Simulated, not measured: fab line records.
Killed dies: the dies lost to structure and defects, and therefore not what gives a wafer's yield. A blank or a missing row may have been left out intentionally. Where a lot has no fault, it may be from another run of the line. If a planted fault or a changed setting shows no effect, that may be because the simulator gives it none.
Chamber matching || flow n5_finfet || N5_BEOL_M10_STRIP_36 on rie_diel-03 has 3 sister chambers
The step strips in N2/H2. 3 wafers are shown with their chamber, then 4 later ones without.

## WAFERS, EACH WITH ITS CHAMBER
{"wafer": "L085.6", "chamber": 0, "drypump_motor_current_A (A)": 5.1}
{"wafer": "L094.4", "chamber": 1, "drypump_motor_current_A (A)": 6.4}
{"wafer": "L093.4", "chamber": 2, "drypump_motor_current_A (A)": 5.5}

## WAFERS WITHOUT THEIR CHAMBER
{"wafer": "L096.1", "drypump_motor_current_A (A)": 5.1}
{"wafer": "L096.5", "drypump_motor_current_A (A)": 5.1}
{"wafer": "L097.1", "drypump_motor_current_A (A)": 6.3}
{"wafer": "L097.4", "drypump_motor_current_A (A)": 5.5}

## WHICH CHAMBER EACH ONE RAN IN
{"wafer": "L096.1", "from the rows above": 0, "in truth": 0}
{"wafer": "L096.5", "from the rows above": 0, "in truth": 0}
{"wafer": "L097.1", "from the rows above": 1, "in truth": 1}
{"wafer": "L097.4", "from the rows above": 2, "in truth": 2}
Correct placement for 4 of the 4. Left unplaced by these rows: 0. Wrongly placed: 0.
How it was worked out, from the rows above alone: a wafer's distance from a chamber is the root of the sum, over the readings, of the square of ((its reading less the chamber's mean) divided by the reading's scatter). The wafer belongs to the nearest chamber; if the next one is less than 2 further off, it can't be placed. The mean given for a chamber averages the wafers shown for that chamber. The scatter: root of mean squared gap, hidden wafer to nearest shown wafer, with one shown wafer a chamber.
